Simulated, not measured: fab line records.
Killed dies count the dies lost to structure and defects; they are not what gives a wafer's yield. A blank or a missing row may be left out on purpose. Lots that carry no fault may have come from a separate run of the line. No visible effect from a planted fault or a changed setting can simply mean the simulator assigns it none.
fab line records	flow n5-finfet
record: lots: 7	wafers: 21
route steps=1938 shown BEOL_M10@1512 BEOL_M12@1602 BEOL_M14@1718
start-h: hours from the record's first day to the start of the lot's first wafer shown	wait-h: hours since the lot's step before	" same as the row above	L1.1+2: a row that stands for several wafers	- no value, or no start given	* or withheld: withheld	< > ~ a bound
route shown NAME@n: names a module that has steps shown in the file, with the first one's number in the route	usual: average and standard deviation across the fault-free wafers	same: alike in all rows	chamber/n: place in a boat	sites: each site's reading	_std_site: the standard deviation of these	_edge_site: the outer-site mean with the inner-site mean subtracted	radius-mm: for every site, how far away it sits from the centre of the wafer	mask NAME#n: copy n	behind: the last tool/chamber to shape the wafer	hold: why the lot went on hold/how many hours it stayed there/how the hold came to an end	device: the transistor (n, p or np) that didn't switch	end of line: the route-end tests of the same wafers	step lacking rows: just its recipe	killed: the dies lost at the first sort to structure and to defects; this is not the yield of the wafer	map: a wafer's dies, x killed, . not, _ none there
set.NAME: the setting the step ran with; set.NAME@STEP: the setting that earlier step ran with	model.NAME: the simulator's own value behind a step, which no gauge read
lots where settings were altered on purpose, with a table for each step and a row for each wafer
== steps ==
step: N5_BEOL_M10_TRENCH_ETCH_37
recipe: chemistry: C4F6/O2	target-depth-a: 1488.3	target: SiCOH_lowk	time-s: 48	ion-energy-ev: 250	pressure-mtorr: 30	source-w: 345	bias-w: 185	Ar_flow_sccm: 300	C4F6_flow_sccm: 10	O2_flow_sccm: 10
usual: rf-vpp-V: 664/6.7
lot.wafer	tool	chamber	start-h	wait-h	set.bias-w	rf-vpp-V
L074.4	rie-diel-06	3	-	-	185	674
L074.5	"	2	"	"	172.6	618
L074.6	"	3	"	"	172.6	637
L076.2	rie-diel-05	1	-	-	185	666
L076.3	"	2	"	"	185	666
L076.6	"	0	"	"	185	658
L080.3	rie-diel-06	1	-	-	185	665
L080.4	"	2	"	"	185	655
L080.6	"	1	"	"	185	665
L086.1	rie-diel-03	1	-	-	215.4	749
L086.3	"	2	"	"	215.4	746
L086.6	"	3	"	"	185	670
L087.2	rie-diel-03	3	-	-	185	668
L087.5	"	1	"	"	205.9	723
L087.6	"	0	"	"	185	659
L089.4	rie-diel-06	1	-	-	185	664
L089.5	"	0	"	"	185	650
L089.6	"	1	"	"	185	664
L096.1	rie-diel-06	3	-	-	199.2	713
L096.2	"	0	"	"	185	651
L096.5	"	2	"	"	185	652
step: N5_BEOL_M10_ETCH_41
recipe: chemistry: CH3F/O2	target: SiCN	target-depth-a: 426	taper-deg: 2	time-s: 86	ion-energy-ev: 120	mask-material: TiN	pressure-mtorr: 30	source-w: 395	bias-w: 75	Ar_flow_sccm: 150	CH3F_flow_sccm: 30	O2_flow_sccm: 20
step: N5_BEOL_M10_STRIP_77
recipe: chemistry: N2/H2	time-s: 10	power-w: 450	temp-c: 40	pressure-mtorr: 20	rf-frequency-hz: 6e+07	bias-power-w: 7	n2-flow-sccm: 200	h2-flow-sccm: 200
step: N5_BEOL_M10_HM_STRIP_39
recipe: chemistry: peroxide-tin-strip	material: TiN	target-depth-a: 250	temp-c: 50	time-s: 158
lot.wafer	tool	chamber	start-h	wait-h	set.temp-c@BEOL_M10_PECVD_70	model.SiO2_of_BEOL_M10_PECVD_70.thk-nm
L074.4	wet-bench-05	1	220.57	0.0	400	20
L074.5+6	"	7,6	"	"	400	19.6
L076.2	wet-bench-04	4	251.45	0.0	394.5	20.8
L076.3	"	0	"	"	400	20.2
L076.6	"	7	"	"	394.5	21
L080.3	wet-bench-02	7	279.16	0.0	400	19.6
L080.4+6	"	4,0	"	"	400	20.2
L086.1	wet-bench-04	0	300.51	0.0	408.7	18.8
L086.3+6	"	1,7	"	"	400	20
L087.2	wet-bench-04	1	329.82	0.0	400	20
L087.5	"	7	"	"	393.7	21
L087.6	"	6	"	"	393.7	21.2
L089.4	wet-bench-04	0	332.61	0.0	400	20
L089.5	"	2	"	"	400	19.8
L089.6	"	4	"	"	414.8	18
L096.1	wet-bench-04	1	367.56	0.0	400	20.4
L096.2	"	3	"	"	408.9	19
L096.5	"	5	"	"	408.9	19.4
step: N5_BEOL_M10_SRD_40
recipe: time-s: 30	temp-c: 23	rinse-liquid: diw	dry: ipa-marangoni
step: N5_BEOL_M10_PRECLEAN_42
recipe: chemistry: residue-remover	time-s: 60	temp-c: 40
step: N5_BEOL_M10_ECD_50
recipe: material: Cu	target-thk-a: 3180
step: N5_BEOL_M10_ANNEAL_51
recipe: temp-c: 225	time-s: 90	ambient: N2
step: N5_BEOL_M10_CMP_52
recipe: stop-on: SiCOH_lowk	t-overpolish-s: 7	down-force-psi: 1	platen-rpm: 50	clearing-platen-down-force-psi: 1.5	clearing-platen-rpm: 50	post-cmp-clean: cu-alkaline	target-thk-nm: 140	clearing-platen-pad-velocity-m-s: 0.99484	pad-velocity-m-s: 0.99484
usual: barrier-field-endpoint-s: 28.7/0.62
lot.wafer	tool	chamber	start-h	wait-h	set.temp-c@BEOL_M10_PECVD_70	barrier-field-endpoint-s
L074.4	cmp-04	3	223.13	0.1	400	27.6
L074.5	"	3	"	"	400	27.5
L074.6	"	0	"	"	400	27.7
L076.3	cmp-02	2	253.50	0.3	400	29.7
L076.2	"	3	"	"	394.5	30.0
L076.6	"	0	"	"	394.5	29.5
L080.3	cmp-04	1	281.73	0.2	400	29.2
L080.4	"	2	"	"	400	29.3
L080.6	"	1	"	"	400	29.7
L086.3	cmp-02	2	302.36	0.2	400	28.8
L086.1	"	1	"	"	408.7	27.3
L086.6	"	2	"	"	400	29.2
L087.2	cmp-01	3	331.86	0.3	400	29.7
L087.5	"	3	"	"	393.7	30.6
L087.6	"	0	"	"	393.7	30.7
L089.4	cmp-04	1	335.83	0.2	400	28.7
L089.5	"	2	"	"	400	28.7
L089.6	"	3	"	"	414.8	25.8
L096.2	cmp-04	3	369.85	0.2	408.9	27.2
L096.1	"	1	"	"	400	28.5
L096.5	"	2	"	"	408.9	28.1
step: N5_BEOL_M12_ILD_DEP_00
recipe: material: SiOC	target-thk-a: 6589.2	temp-c: 350	precursor: DEMS/O2	pressure-torr: 5	rf-w: 500	time-s: 130.7
lot.wafer	tool	chamber	start-h	wait-h	set.time-s	model.SiOC_of_BEOL_M12_ILD_DEP_00.thk-nm
L074.4	pecvd-03	2	232.08	0.1	130.7	664.6
L074.5	"	1	"	"	130.7	652.2
L074.6	"	0	"	"	145.3	732.2
L076.2	pecvd-01	2	259.27	0.0	130.7	650.8
L076.3	"	0	"	"	130.7	650.6
L076.6	"	2	"	"	137.8	690
L080.3	pecvd-01	1	293.86	0.0	130.7	656.8
L080.4	"	1	"	"	130.7	659.8
L080.6	"	2	"	"	130.7	669.8
L086.1	pecvd-02	0	313.81	0.0	130.7	651.4
L086.3	"	1	"	"	130.7	661.8
L086.6	"	0	"	"	130.7	660.4
L087.2	pecvd-01	2	340.08	0.0	130.7	657
L087.5	"	1	"	"	130.7	673
L087.6	"	0	"	"	118.4	609.2
L089.4	pecvd-03	0	343.56	0.1	120.3	609.6
L089.5	"	2	"	"	120.3	609.2
L089.6	"	1	"	"	120.3	608.6
L096.1	pecvd-03	2	380.58	0.0	130.7	658.6
L096.2	"	1	"	"	146.3	722.6
L096.5	"	1	"	"	130.7	666
step: N5_BEOL_M12_THK_MEAS_01
recipe: reads: SiOC_of_BEOL_M12_ILD_DEP_00
usual: M12_ILD_THK: 660/7.8
lot.wafer	tool	chamber	start-h	wait-h	set.time-s@BEOL_M12_ILD_DEP_00	M12_ILD_THK[nm]
L074.4	film-metro-02	-	232.17	0.0	130.7	664
L074.5	"	-	"	"	130.7	652
L074.6	"	-	"	"	145.3	732
L076.2	film-metro-02	-	259.41	0.1	130.7	651
L076.3	"	-	"	"	130.7	650
L076.6	"	-	"	"	137.8	690
L080.3	film-metro-01	-	293.99	0.1	130.7	656
L080.4	"	-	"	"	130.7	660
L080.6	"	-	"	"	130.7	670
L086.1	film-metro-02	-	313.94	0.1	130.7	651
L086.3	"	-	"	"	130.7	661
L086.6	"	-	"	"	130.7	661
L087.2	film-metro-02	-	340.21	0.1	130.7	657
L087.5	"	-	"	"	130.7	673
L087.6	"	-	"	"	118.4	609
L089.4	film-metro-01	-	343.65	0.0	120.3	609
L089.5	"	-	"	"	120.3	609
L089.6	"	-	"	"	120.3	609
L096.1	film-metro-02	-	380.71	0.1	130.7	659
L096.2	"	-	"	"	146.3	722
L096.5	"	-	"	"	130.7	666
step: N5_BEOL_M12_PEB_08
recipe: peb-temp-c: 130	peb-time-s: 90
lot.wafer	tool	chamber	start-h	wait-h	set.peb-time-s
L074.4+5+6	litho-track-05	0	232.35	0.0	90
L076.2+3+6	litho-track-02	0	259.59	0.0	90
L080.3+4+6	litho-track-05	0	294.18	0.0	90
L086.1+3+6	litho-track-02	0	314.26	0.1	90
L087.2+5	litho-track-02	0	340.40	0.0	90
L087.6	"	0	"	"	100.2
L089.4+5	litho-track-05	0	343.96	0.0	101.5
L089.6	"	0	"	"	90
L096.1+2	litho-track-05	0	380.90	0.1	78.16
L096.5	"	0	"	"	90
step: N5_BEOL_M12_DEVELOP_09
recipe: develop-time-s: 45	rinse-liquid: diw	dry: air-spin	dev-temp-c: 21
step: N5_BEOL_M12_HARDBAKE_14
recipe: temp-c: 130	time-s: 120
step: N5_BEOL_M12_DESCUM_15
recipe: chemistry: O2	time-s: 7.9	source-power-w: 50	bias-power-w: 20	pressure-mtorr: 20	rf-frequency-hz: 2.712e+07	temp-c: 40	o2-flow-sccm: 225
step: N5_BEOL_M12_ETCH_59
recipe: chemistry: N2/H2	target: BARC	target-depth-a: 890	overetch-a: 267	time-s: 67.9	ion-energy-ev: 200	pressure-mtorr: 30	source-w: 840	bias-w: 150	n2-flow-sccm: 200	h2-flow-sccm: 200
step: N5_BEOL_M12_VIA_ETCH_16
recipe: chemistry: C4F8/O2/Ar	target: SiOC	pressure-mtorr: 30	source-w: 3000	bias-w: 700	Ar_flow_sccm: 400	C4F8_flow_sccm: 15	O2_flow_sccm: 8	he-inner-torr: 15	he-outer-torr: 30	target-depth-a: 7248	time-s: withheld	ion-energy-ev: 250	ends: cleared
lot.wafer	tool	chamber	start-h	wait-h	set.time-s@BEOL_M12_ILD_DEP_00	model.etch.depth-nm	model.coat_of_BEOL_M12_COAT_04.thk-nm
L074.4	rie-diel-05	1	232.65	0.0	*	664.6	122.8
L074.5	"	2	"	"	*	652.2	123.8
L074.6	"	1	"	"	*	732.2	102.2
L076.2	rie-diel-06	0	259.98	0.0	*	650.8	125.6
L076.3	"	2	"	"	*	650.6	122
L076.6	"	3	"	"	*	690	114.4
L080.3	rie-diel-05	3	294.46	0.0	*	656.9	122.8
L080.4	"	0	"	"	*	659.9	120.2
L080.6	"	3	"	"	*	669.8	120.2
L086.1	rie-diel-06	3	314.55	0.0	*	651.4	126.8
L086.3	"	2	"	"	*	661.7	123.2
L086.6	"	0	"	"	*	660.4	123.8
L087.2	rie-diel-05	3	340.69	0.0	*	657	125
L087.5	"	0	"	"	*	673.1	119.6
L087.6	"	3	"	"	*	609.1	138.6
L089.4	rie-diel-05	0	344.66	0.1	*	609.6	137.6
L089.5	"	2	"	"	*	609.2	139
L089.6	"	3	"	"	*	608.6	139.4
L096.1	rie-diel-05	1	381.23	0.0	*	658.6	120.4
L096.2	"	0	"	"	*	722.6	102.2
L096.5	"	0	"	"	*	666	118.4
step: N5_BEOL_M12_STRIP_63
recipe: chemistry: N2/H2	power-w: 1000	temp-c: 250	h2-frac: 0.65	overash-fraction: 0.3	pressure-mtorr: 1000	n2-flow-sccm: 1750	h2-flow-sccm: 3250
usual: strip-time-to-endpoint-s: 42.3/0.72
lot.wafer	tool	chamber	start-h	wait-h	set.time-s@BEOL_M12_ILD_DEP_00	strip-time-to-endpoint-s
L074.4	plasma-asher-01	1	232.87	-	130.7	42.4
L074.5	"	1	"	"	130.7	42.7
L074.6	"	0	"	"	145.3	36.8
L076.2	plasma-asher-02	1	260.18	-	130.7	43.2
L076.3	"	1	"	"	130.7	42.2
L076.6	"	0	"	"	137.8	40.1
L080.3	plasma-asher-02	1	294.68	-	130.7	42.4
L080.4	"	0	"	"	130.7	41.7
L080.6	"	1	"	"	130.7	41.7
L086.1	plasma-asher-02	1	314.75	-	130.7	43.5
L086.3	"	1	"	"	130.7	42.5
L086.6	"	1	"	"	130.7	42.7
L087.2	plasma-asher-02	0	340.89	-	130.7	43.0
L087.5	"	1	"	"	130.7	41.6
L087.6	"	0	"	"	118.4	46.6
L089.4	plasma-asher-01	0	344.79	-	120.3	46.4
L089.5	"	1	"	"	120.3	46.8
L089.6	"	0	"	"	120.3	46.8
L096.1	plasma-asher-01	1	381.43	-	130.7	41.8
L096.2	"	0	"	"	146.3	36.8
L096.5	"	1	"	"	130.7	41.3
step: N5_BEOL_M12_TRENCH_ETCH_34
recipe: chemistry: C4F8/O2/Ar	target: SiOC	target-depth-a: 3189.5	mask-material: SOC	pressure-mtorr: 30	source-w: 3000	bias-w: 700	Ar_flow_sccm: 400	C4F8_flow_sccm: 15	O2_flow_sccm: 8	he-inner-torr: 15	he-outer-torr: 30	time-s: 125.5	ion-energy-ev: 250
lot.wafer	tool	chamber	start-h	wait-h	set.time-s	model.etch.depth-nm
L074.4	rie-diel-05	2	234.11	0.0	125.5	325.9
L074.5	"	1	"	"	98.23	243
L074.6	"	0	"	"	125.5	317.7
L076.2	rie-diel-03	1	261.30	0.0	125.5	322.5
L076.3	"	3	"	"	125.5	320.6
L076.6	"	1	"	"	135.2	349.4
L080.3	rie-diel-03	1	296.43	0.0	125.5	321.5
L080.4	"	0	"	"	125.5	322.7
L080.6	"	0	"	"	125.5	323.5
L086.1	rie-diel-05	2	315.90	0.0	125.5	321.6
L086.3	"	3	"	"	125.5	323.4
L086.6	"	2	"	"	125.5	322.7
L087.2	rie-diel-03	3	341.93	0.0	99.02	251.7
L087.5	"	1	"	"	125.5	318.6
L087.6	"	0	"	"	125.5	322.3
L089.4	rie-diel-05	2	345.81	0.1	125.5	321.4
L089.5	"	0	"	"	143	366.5
L089.6	"	3	"	"	125.5	317.9
L096.1	rie-diel-03	2	383.01	0.0	125.5	319.6
L096.2	"	1	"	"	146.3	373.4
L096.5	"	2	"	"	125.5	317.7
step: N5_BEOL_M12_STRIP_70
recipe: chemistry: C4F8/O2/Ar	resist: SiARC	rf-frequency-hz: 6e+07
step: N5_BEOL_M12_OCD_MEAS_35
usual: trench-depth-nm: 321/3.8
lot.wafer	tool	chamber	start-h	wait-h	set.time-s@BEOL_M12_TRENCH_ETCH_34	trench-depth-nm
L074.4	ocd-01	-	234.27	0.0	125.5	326
L074.5	"	-	"	"	98.23	243
L074.6	"	-	"	"	125.5	318
L076.2	ocd-02	-	261.45	0.0	125.5	322
L076.3	"	-	"	"	125.5	320
L076.6	"	-	"	"	135.2	350
L080.3	ocd-01	-	296.59	0.0	125.5	321
L080.4	"	-	"	"	125.5	323
L080.6	"	-	"	"	125.5	323
L086.1	ocd-01	-	316.05	0.0	125.5	322
L086.3	"	-	"	"	125.5	324
L086.6	"	-	"	"	125.5	322
L087.2	ocd-01	-	342.08	0.0	99.02	252
L087.5	"	-	"	"	125.5	318
L087.6	"	-	"	"	125.5	322
L089.4	ocd-02	-	345.91	0.0	125.5	321
L089.5	"	-	"	"	143	366
L089.6	"	-	"	"	125.5	318
L096.1	ocd-02	-	383.16	0.0	125.5	319
L096.2	"	-	"	"	146.3	373
L096.5	"	-	"	"	125.5	318
step: N5_BEOL_M12_STRIP_37
recipe: chemistry: N2/H2	power-w: 1000	temp-c: 250	h2-frac: 0.65	overash-fraction: 0.3	pressure-mtorr: withheld	n2-flow-sccm: 1750	h2-flow-sccm: 3250
step: N5_BEOL_M12_ETCH_38
recipe: chemistry: CF4/N2	target: SiCN	target-depth-a: 687	taper-deg: 2	time-s: 73.4	ion-energy-ev: 150	mask-material: SiO2	pressure-mtorr: 40	source-w: 430	bias-w: 70	Ar_flow_sccm: 100	cf4-flow-sccm: 60	n2-flow-sccm: 60
lot.wafer	tool	chamber	start-h	wait-h	set.time-s@BEOL_M12_ILD_DEP_00	model.SiOC_of_BEOL_M12_ILD_DEP_00.thk-nm
L074.4	rie-diel-06	0	234.47	-	130.7	615.6
L074.5	"	3	"	"	130.7	602.4
L074.6	"	0	"	"	145.3	683.2
L076.2	rie-diel-03	3	262.23	-	130.7	601.4
L076.3	"	1	"	"	130.7	600.6
L076.6	"	2	"	"	137.8	641.8
L080.3	rie-diel-03	0	296.71	-	130.7	606.4
L080.4	"	3	"	"	130.7	610.4
L080.6	"	2	"	"	130.7	621.2
L086.1	rie-diel-05	2	319.37	-	130.7	601.4
L086.3	"	3	"	"	130.7	611.8
L086.6	"	3	"	"	130.7	610.6
L087.2	rie-diel-03	3	342.42	-	130.7	608
L087.5	"	3	"	"	130.7	624
L087.6	"	2	"	"	118.4	561
L089.4	rie-diel-05	3	346.35	-	120.3	560.2
L089.5	"	0	"	"	120.3	558.8
L089.6	"	2	"	"	120.3	558.6
L096.1	rie-diel-05	2	385.59	-	130.7	608.6
L096.2	"	3	"	"	146.3	672.8
L096.5	"	0	"	"	130.7	615.8
step: N5_BEOL_M12_SPUTTER_45
recipe: material: Cu	target-thk-a: 800	temp-c: -20	bias-v: 60	power-w: 26000	chamber-pressure-pa: 0.13	time-s: 13.33
lot.wafer	tool	chamber	start-h	wait-h	set.time-s
L074.4+5+6	pvd-sputter-03	-	235.49	0.0	13.33
L076.2+6	pvd-sputter-02	-	263.11	0.0	13.33
L076.3	"	-	"	"	14.9
L080.3+4+6	pvd-sputter-02	-	299.39	0.0	13.33
L086.1+3+6	pvd-sputter-02	-	320.22	0.0	13.33
L087.2+6	pvd-sputter-01	-	343.13	0.0	13.33
L087.5	"	-	"	"	12.44
L089.4+6	pvd-sputter-01	-	346.96	0.0	13.33
L089.5	"	-	"	"	12.61
L096.1+2+5	pvd-sputter-02	-	386.23	0.0	13.33
step: N5_BEOL_M12_ECD_47
recipe: material: Cu	target-thk-a: 7200
step: N5_BEOL_M12_ANNEAL_48
recipe: temp-c: 225	time-s: 90	ambient: N2
step: N5_BEOL_M12_CMP_49
recipe: stop-on: SiOC	t-overpolish-s: 20.6	down-force-psi: 1	platen-rpm: 50	clearing-platen-down-force-psi: 1.5	clearing-platen-rpm: 50	post-cmp-clean: cu-alkaline	target-thk-nm: 320	clearing-platen-pad-velocity-m-s: 0.99484	pad-velocity-m-s: 0.99484
lot.wafer	tool	chamber	start-h	wait-h	set.time-s@BEOL_M12_TRENCH_ETCH_34	model.Cu_of_BEOL_M12_ECD_47.thk-nm
L074.4	cmp-03	2	236.27	0.2	125.5	328.4
L074.5	"	1	"	"	98.23	245.6
L074.6	"	2	"	"	125.5	319.6
L076.2	cmp-04	2	263.76	0.3	125.5	322.6
L076.3	"	3	"	"	125.5	-
L076.6	"	0	"	"	135.2	349.6
L080.4	cmp-03	0	299.99	0.2	125.5	324
L080.3	"	1	"	"	125.5	325.2
L080.6	"	0	"	"	125.5	326.6
L086.3	cmp-03	2	320.85	0.2	125.5	324.6
L086.1	"	3	"	"	125.5	323.4
L086.6	"	0	"	"	125.5	323
L087.2	cmp-03	3	343.69	0.2	99.02	253.2
L087.5	"	3	"	"	125.5	-
L087.6	"	0	"	"	125.5	324.4
L089.4	cmp-04	2	347.52	0.1	125.5	321.2
L089.6	"	2	"	"	125.5	317.8
L089.5	"	3	"	"	143	-
L096.1	cmp-02	3	386.79	0.3	125.5	322.2
L096.2	"	0	"	"	146.3	374.4
L096.5	"	3	"	"	125.5	320
step: N5_BEOL_M12_PRE_CLEAN_52
recipe: gas: NH3	time-s: 15	temp-c: withheld	rf-power-w: 300
step: N5_BEOL_M12_DEP_53
recipe: material: SiCN	target-thk-a: 300	temp-c: withheld	precursor: 3MS/NH3	pressure-torr: 3	rf-w: 675	time-s: 10.5
step: N5_BEOL_M12_RS_MEAS_54
recipe: thk-meas-gauge: four-point-probe	reads: Cu_of_BEOL_M12_ECD_47+Ta_of_BEOL_M12_SPUTTER_44+TaN_of_BEOL_M12_SPUTTER_43
usual: M12_RS: 0.0597/0.00078
lot.wafer	tool	chamber	start-h	wait-h	set.time-s@BEOL_M12_TRENCH_ETCH_34	M12_RS[ohm/sq]
L074.4	film-metro-01	-	236.65	0.0	125.5	0.0583
L074.5	"	-	"	"	98.23	0.0790
L074.6	"	-	"	"	125.5	0.0601
L076.2	film-metro-02	-	264.10	0.0	125.5	0.0596
L076.3	"	-	"	"	125.5	0.0598
L076.6	"	-	"	"	135.2	0.0548
L080.3	film-metro-01	-	300.37	0.0	125.5	0.0589
L080.4	"	-	"	"	125.5	0.0592
L080.6	"	-	"	"	125.5	0.0587
L086.1	film-metro-02	-	321.20	0.0	125.5	0.0594
L086.3	"	-	"	"	125.5	0.0591
L086.6	"	-	"	"	125.5	0.0596
L087.2	film-metro-01	-	344.11	0.0	99.02	0.0768
L087.5	"	-	"	"	125.5	0.0599
L087.6	"	-	"	"	125.5	0.0592
L089.4	film-metro-01	-	347.94	0.0	125.5	0.0599
L089.5	"	-	"	"	143	0.0519
L089.6	"	-	"	"	125.5	0.0604
L096.1	film-metro-02	-	387.21	0.0	125.5	0.0597
L096.2	"	-	"	"	146.3	0.0511
L096.5	"	-	"	"	125.5	0.0601
step: N5_BEOL_M14_COAT_58
recipe: resist: BARC	temp-c: 205	time-s: 60	spin-rpm: 1500	resist-thk-nm: 89
lot.wafer	tool	chamber	start-h	wait-h	set.spin-rpm	model.BARC_of_BEOL_M14_COAT_58.thk-nm
L074.4+5	litho-track-05	0	245.05	0.0	1500	89.2
L074.6	"	0	"	"	1419	91.4
L076.2+6	litho-track-04	0	269.58	0.0	1500	89
L076.3	"	0	"	"	1500	88.8
L080.3+6	litho-track-04	0	305.58	0.0	1500	89
L080.4	"	0	"	"	1500	89.4
L086.1	litho-track-04	0	328.86	0.0	1500	88.8
L086.3+6	"	0	"	"	1500	88.6
L087.2+5	litho-track-05	0	348.97	0.0	1500	89.4
L087.6	"	0	"	"	1500	89.2
L089.4+6	litho-track-04	0	354.10	0.0	1500	89.2
L089.5	"	0	"	"	1618	85.6
L096.1	litho-track-02	0	398.20	0.0	1500	89.6
L096.2+5	"	0	"	"	1500	89.2
== key ==
split: step: N5_BEOL_M10_TRENCH_ETCH_37	setting: bias-w	stated: 185	by: wafer
response: step: N5_BEOL_M10_TRENCH_ETCH_37	reading: rf-vpp-V	change: +5.45	per: 1%	r: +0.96
split: step: N5_BEOL_M12_ILD_DEP_00	setting: time-s	stated: 130.7	by: wafer
response: step: N5_BEOL_M12_ILD_DEP_00	reading: model.SiOC_of_BEOL_M12_ILD_DEP_00.thk-nm	change: +5.92	per: 1%	r: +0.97
response: step: N5_BEOL_M12_THK_MEAS_01	reading: M12_ILD_THK	change: +5.88	per: 1%	r: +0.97
response: step: N5_BEOL_M12_VIA_ETCH_16	reading: model.etch.depth-nm	change: +5.93	per: 1%	r: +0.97
response: step: N5_BEOL_M12_VIA_ETCH_16	reading: model.coat_of_BEOL_M12_COAT_04.thk-nm	change: -1.68	per: 1%	r: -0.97
response: step: N5_BEOL_M12_STRIP_63	reading: strip-time-to-endpoint-s	change: *	per: 1%	r: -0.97
response: step: N5_BEOL_M12_ETCH_38	reading: model.SiOC_of_BEOL_M12_ILD_DEP_00.thk-nm	change: +5.95	per: 1%	r: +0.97
split: step: N5_BEOL_M12_PEB_08	setting: peb-time-s	stated: 90	by: wafer
response none clear
split: step: N5_BEOL_M12_TRENCH_ETCH_34	setting: time-s	stated: 125.5	by: wafer
response: step: N5_BEOL_M12_TRENCH_ETCH_34	reading: model.etch.depth-nm	change: +3.42	per: 1%	r: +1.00
response: step: N5_BEOL_M12_OCD_MEAS_35	reading: trench-depth-nm	change: +3.41	per: 1%	r: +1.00
response: step: N5_BEOL_M12_CMP_49	reading: model.Cu_of_BEOL_M12_ECD_47.thk-nm	change: +3.44	per: 1%	r: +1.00
response: step: N5_BEOL_M12_RS_MEAS_54	reading: M12_RS	change: -0.000756	per: 1%	r: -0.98
split: step: N5_BEOL_M12_SPUTTER_45	setting: time-s	stated: 13.33	by: wafer
response none clear
split: step: N5_BEOL_M14_COAT_58	setting: spin-rpm	stated: 1500	by: wafer
response: step: N5_BEOL_M14_COAT_58	reading: model.BARC_of_BEOL_M14_COAT_58.thk-nm	change: -0.442	per: 1%	r: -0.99
split outside-this-file step=N5_BEOL_M10_PECVD_70 setting=temp-c
split outside-this-file: this setting was split too, and the file shows its column; the key of that split is in another file
